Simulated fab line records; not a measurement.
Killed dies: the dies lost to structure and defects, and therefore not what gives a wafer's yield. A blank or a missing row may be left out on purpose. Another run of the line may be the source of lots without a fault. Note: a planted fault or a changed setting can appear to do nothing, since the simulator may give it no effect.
Struck lot and sound lot, side by side / flow nand_harc / 25 out of 1159 route steps
Sound: wafers L355.2, L355.3, L355.4. The struck wafers were L361.2, L361.6. The cause is given at the end.
Order at every step that has rows: each side's tool, ch and its chambers, its first start. Under that, the readings that differ: sound wafers / struck wafers / difference of the means / sigmas: that difference in standard deviations of wafers without a fault.
alike: same words and numbers on both sides, and readings whose means sit less than 2 such deviations apart. not compared: any withheld reading, any reading some wafer has no value for, any bound like >300 that may hide the same value, and any number with overlapping values for which the record gives no deviation.
Wherever a step has rows on one side only, a row that says differs or no value, or a row with sigmas, the two part there. When numbers do not overlap yet have no deviation, they are printed without sigmas and do not part them. A reading that every wafer of one side lacks parts them only if that side has two wafers or more.

first, 4 steps without rows for these wafers: NHARC_P_GATE_PRECLEAN_71 (cleans in SC1); NHARC_P_GATE_SRD_72; NHARC_P_GATE_OXIDE_16 (material SiO2, target thk 3 nm, ox time 392 s); NHARC_P_GATE_CVD_17 (deposits poly-Si, target thk 150 nm, time 900 s).
NHARC_P_GATE_HM_DEP_102: deposits aC, target thk 120 nm.
  sound on acl_dep-01 ch 0, day 6 23:01; struck on acl_dep-03 ch 0, day 8 12:44
  alike: throttle_valve_pct
NHARC_P_GATE_DEP_103: deposits SiON, target thk 30 nm.
  sound on pecvd-01 ch 0,1,2, day 6 23:37; struck on pecvd-04 ch 1,2, day 8 13:21
  alike: heater_power_w
then, 6 steps without rows for these wafers: NHARC_P_GATE_DEHYDRATE_18 (time 120 s); NHARC_P_GATE_HMDS_19 (time 30 s); NHARC_P_GATE_COAT_20 (resist thk 90 nm); NHARC_P_GATE_SOFTBAKE_21 (time 55 s); NHARC_P_GATE_EBR_22; NHARC_P_GATE_EXPOSE_23 (exposes mask P GATE, target cd 120 nm).
NHARC_P_GATE_PEB_24: peb time 65 s.
  sound on litho_track-01 ch 0, day 7 00:12; struck on litho_track-01 ch 0, day 8 13:54
then, 1 step without rows for these wafers: NHARC_P_GATE_DEVELOP_25 (develop time 35 s).
NHARC_P_GATE_CD_MEAS_26 targets a cd of 120 nm.
  sound on cd_sem-01 ch 0, day 7 00:17; struck on cd_sem-03 ch 0
reading=cd_nm (nm); sound=120.3 120.4 121.0; struck=115.7 116.4; difference=-4.5; sigmas=-8
  not compared: hold
NHARC_P_GATE_OVL_MEAS_27:
  sound on overlay-01, day 7 00:22; struck on overlay-02, day 8 15:57
reading=hold; sound=- - -; struck=await_dispo/1.7h/release await_dispo/1.7h/release; difference=no value on the sound wafers; sigmas=
  alike: overlay_x_nm, overlay_y_nm
NHARC_P_GATE_INSPECT_28:
  sound on defect_inspect-01, day 7 00:24; struck on defect_inspect-01, day 8 15:59
  alike: raw_defect_count
NHARC_P_GATE_DESCUM_31: chemistry O2, time 3 s.
  sound on rie_diel-02 ch 0,1,3, day 7 00:41; struck on rie_diel-02 ch 0,3, day 8 16:14
reading=model.P_GATE.cd_nm (nm); sound=120.2 121.2 121.1; struck=116.5 117; difference=-4.1; sigmas=
  alike: drypump_motor_current_A, oes_product_au, rf_vpp_V, showerhead_plenum_p_Torr, throttle_valve_pct
  not compared: rf_hours_counter_h
then, 1 step without rows for these wafers: NHARC_P_GATE_ETCH_104 (etches the open film in CF4/CHF3, target depth 60 nm).
NHARC_P_GATE_HM_OPEN_105: chemistry O2/COS, target depth 360 nm.
  sound on rie_diel-02 ch 1,2,3; struck on rie_diel-02 ch 2
  alike: drypump_motor_current_A, oes_product_au, rf_vpp_V, showerhead_plenum_p_Torr, throttle_valve_pct
  not compared: rf_hours_counter_h
then, 1 step without rows for these wafers: NHARC_P_GATE_STRIP_106 (strips in O2/COS).
NHARC_P_GATE_ETCH_114: etches the open film in CF4/O2, target depth 30 nm, overetch 3 nm, time 16.5 s.
  sound on rie_diel-02 ch 0,2,3; struck on rie_diel-02 ch 2,3
  alike: cf4_flow_sccm, drypump_motor_current_A, oes_product_au, rf_vpp_V, showerhead_plenum_p_Torr, throttle_valve_pct
  not compared: rf_hours_counter_h
NHARC_P_GATE_ETCH_32: etches the open film in HBr/Cl2, target depth 150 nm, time 100.1 s.
  sound on rie_si-01 ch 1,2,3, day 7 01:15; struck on rie_si-04 ch 0,3, day 8 16:53
reading=model.P_GATE.cd_nm (nm); sound=122.9 122.3 121.3; struck=116.5 116.7; difference=-5.6; sigmas=
  alike: drypump_motor_current_A, oes_product_au, throttle_valve_pct
  not compared: rf_hours_counter_h
NHARC_P_GATE_STRIP_108: strips in O2.
  sound on rie_diel-02 ch 1,2,3, day 7 01:25; struck on rie_diel-02 ch 0,2, day 8 17:03
  alike: drypump_motor_current_A, oes_product_au, rf_vpp_V, showerhead_plenum_p_Torr, throttle_valve_pct
  not compared: rf_hours_counter_h
-- the record jumps here: 15 days lie between the struck wafers' starts before and after (it left off in module P_GATE and takes up again in module END, whose first step shown is number 1159 of the route) --
NHARC_END_SORT_01:
  the record has rows for the struck wafers here (prober-02 ch 0, day 23 08:51) and none for the sound ones

== WHERE THEY PART ==
At NHARC_P_GATE_CD_MEAS_26 first; at NHARC_END_SORT_01 last (within this record only).

WHY: whatever the simulator had introduced
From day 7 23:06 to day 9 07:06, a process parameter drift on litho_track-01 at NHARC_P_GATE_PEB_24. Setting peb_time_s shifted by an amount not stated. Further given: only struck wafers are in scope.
